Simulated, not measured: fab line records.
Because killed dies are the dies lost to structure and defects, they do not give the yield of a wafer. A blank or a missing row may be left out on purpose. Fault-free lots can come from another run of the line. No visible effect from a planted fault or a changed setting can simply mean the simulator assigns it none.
Comparing a struck lot with a sound one -- flow n5-finfet -- 15 out of 1938 route steps
Sound: the wafers L256.1, L256.3, L256.4. Struck: wafer L263.1 (left out: L263.2, L263.3 of the same lot, which were not struck); the cause appears at the end.
For every step that has rows: the tool of each side, followed by ch and its chambers, followed by its first start. Under that, the readings that differ: sound wafers -- struck wafers -- difference of the means -- sigmas: that difference in standard deviations of wafers without a fault.
alike: same words and numbers on both sides, and readings whose means sit less than 2 such deviations apart. not compared: any withheld reading, any reading some wafer has no value for, any bound like >300 that may hide the same value, and any number with overlapping values for which the record gives no deviation.
Wherever a step has rows on one side only, a row that says differs or no value, or a row with sigmas, the two part there. When numbers do not overlap yet have no deviation, they are printed without sigmas and do not part them. A reading missing from all wafers of one side parts the sides only when that side holds two or more wafers.

first, 4 steps without rows for these wafers: N5_BEOL_M3_SOFTBAKE_23 (time 60 s); N5_BEOL_M3_EXPOSE_25 (exposes mask V2, defocus 5 nm); N5_BEOL_M3_PEB_26 (peb time 60 s); N5_BEOL_M3_DEVELOP_27 (develop time 30 s).
N5_BEOL_M3_CD_MEAS_28: target cd 25.7 nm, target cd y 23.3 nm.
  sound on cd-sem-01 ch 0, day 8 15:36; struck on cd-sem-02 ch 0, day 10 13:07
  alike: cd-nm
N5_BEOL_M3_OVL_MEAS_29:
  sound on overlay-02 ch 0, day 8 15:38; struck on overlay-02 ch 0, day 10 13:09
  alike: V2_OVL
N5_BEOL_M3_INSPECT_30: inspects for defects (brightfield).
  sound on defect-inspect-01 at day 8 15:41; struck on defect-inspect-01 at day 10 13:13
  alike: raw-defect-count
N5_BEOL_M3_DESCUM_33: chemistry O2, time 7 s.
  sound on rie-diel-06 ch 0,1,2, day 8 15:43; struck on rie-diel-05 ch 0, day 10 13:25
  alike: drypump-motor-current-A, oes-product-au, rf-vpp-V, showerhead-plenum-p-Torr, temp-c, throttle-valve-pct
  not compared: rf-hours-counter-h
N5_BEOL_M3_ETCH_77: etches underlayer in N2/H2, target depth 6.5 nm, time 5.2 s.
  sound on rie-diel-06 ch 0,1,2, day 8 15:45; struck on rie-diel-05 ch 0, day 10 13:27
reading,sound,struck,difference,sigmas
bias-w (W),150.2 149.6 150.0,150.8,+0.9,+2
rf-vpp-V (V),526.1 530.3 523.3,521.0,-5.6,-3
  alike: drypump-motor-current-A, etch-rf-on-time-s, n2-flow-sccm, oes-product-au, showerhead-plenum-p-Torr, throttle-valve-pct
  not compared: rf-hours-counter-h
N5_BEOL_M3_ETCH_69: etches SiARC in CF4, target depth 15.6 nm, time 26 s.
  sound on rie-diel-06 ch 0,1,2, day 8 15:46; struck on rie-diel-05 ch 0, day 10 13:28
reading,sound,struck,difference,sigmas
mfc-ar-sccm (sccm),100.52 100.44 100.27,99.74,-0.67,-2
rf-vpp-V (V),185.1 185.5 183.9,182.5,-2.3,-2
  alike: bias-w, drypump-motor-current-A, etch-rf-on-time-s, oes-product-au, showerhead-plenum-p-Torr, throttle-valve-pct
  not compared: rf-hours-counter-h
N5_BEOL_M3_ALD_98: deposits SiO2, target thk 2.5 nm, pulse time 1 s, co reactant pulse time 1 s.
  sound on ald-sin-03 ch 0,2,3, day 8 16:31; struck on ald-sin-02 ch 1, day 10 13:33
  alike: heater-power-w, precursor-pulse-height-rel
N5_BEOL_M3_ETCHBACK_99: etches SiO2 in CHF3, target depth 5 nm, time 10.4 s.
  sound on rie-diel-05 ch 1,2,3, day 8 18:51; struck on rie-diel-05 ch 1, day 10 17:35
  alike: drypump-motor-current-A, mfc-ar-sccm, oes_f_703_au, oes-product-au, rf-vpp-V, showerhead-plenum-p-Torr, throttle-valve-pct
  not compared: rf-hours-counter-h
N5_BEOL_M3_ETCH_70: etches SOC in N2/H2, target depth 80 nm, overetch 16 nm, time 120 s.
  sound on rie-diel-05 ch 1,2,3, day 8 18:53; struck on rie-diel-05 ch 1, day 10 17:38
reading,sound,struck,difference,sigmas
bias-w (W),149.9 149.9 149.6,118.8,-31.0,-65
rf-vpp-V (V),525.8 522.1 523.8,450.0,-73.9,-39
model.SiARC_of_BEOL_M3_COAT_68.thk-nm (nm),6.4 6.4 6.4,7.8,+1.4,
  alike: drypump-motor-current-A, n2-flow-sccm, oes-product-au, showerhead-plenum-p-Torr, temp-c, throttle-valve-pct
  not compared: rf-hours-counter-h
then, 1 step without rows for these wafers: N5_BEOL_M3_STRIP_71 (strips in N2/H2).
N5_BEOL_M4_RC_MEAS_101:
  sound on prober-02 ch 0, day 9 14:12; struck on prober-01 ch 0, day 11 21:13
  alike: DIBL_N, DIBL_P, IOFF_N, IOFF_P, ION_N, ION_P, SS_N, SS_P, VT_N, VT_P

WHERE THEY PART
First at N5_BEOL_M3_ETCH_77; last, within this record, at N5_BEOL_M3_ETCH_70. Later steps at which nothing parts them and some readings are alike: N5_BEOL_M4_RC_MEAS_101.

WHY: what had been put in by the simulator
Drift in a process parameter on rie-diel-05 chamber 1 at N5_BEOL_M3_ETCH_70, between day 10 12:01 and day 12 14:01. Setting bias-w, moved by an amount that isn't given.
